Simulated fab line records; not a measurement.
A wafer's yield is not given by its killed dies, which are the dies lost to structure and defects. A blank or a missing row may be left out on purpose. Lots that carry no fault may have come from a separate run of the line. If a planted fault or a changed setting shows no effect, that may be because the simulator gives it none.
Matching of chambers    flow n5-finfet    4 sister chambers for N5_BEOL_M2_VIA_ETCH_34 on rie-diel-04
The step etches the open film in C4F6/O2, target depth 69.4 nm, time 65.9 s. 4 wafers are shown with their chamber, then 10 later ones without.

## WAFERS, EACH WITH ITS CHAMBER
wafer   chamber  drypump-motor-current-A (A)
L089.1  0        5.87
L089.4  2        5.42
L091.3  3        5.25
L091.4  1        5.95

## WAFERS WITH NO CHAMBER GIVEN
wafer   drypump-motor-current-A (A)
L091.5  5.24
L096.1  5.87
L096.2  5.45
L096.5  5.24
L095.1  5.94
L095.2  5.43
L095.6  5.43
L097.4  5.21
L097.5  5.88
L097.6  5.85

## CHAMBER TAKEN BY EACH
wafer    from the rows above   in truth
L091.5   3                     3
L096.1   0                     0
L096.2   2                     2
L096.5   3                     3
L095.1   1                     1
L095.2   2                     2
L095.6   2                     2
L097.4   3                     3
L097.5   0                     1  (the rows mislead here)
L097.6   0                     0
Placed correctly: 9 of 10. Not placeable from these rows: 0. 1 placed wrongly.
How it was worked out, from the rows above alone: a wafer's distance from a chamber is the root of the sum, over the readings, of the square of ((its reading less the chamber's mean) divided by the reading's scatter). The wafer belongs to the nearest chamber; if the next one is less than 2 further off, it can't be placed. The mean given for a chamber averages the wafers shown for that chamber. The scatter: with one shown wafer a chamber, the root of the mean of the squares of how far each hidden wafer lies from its nearest shown one.
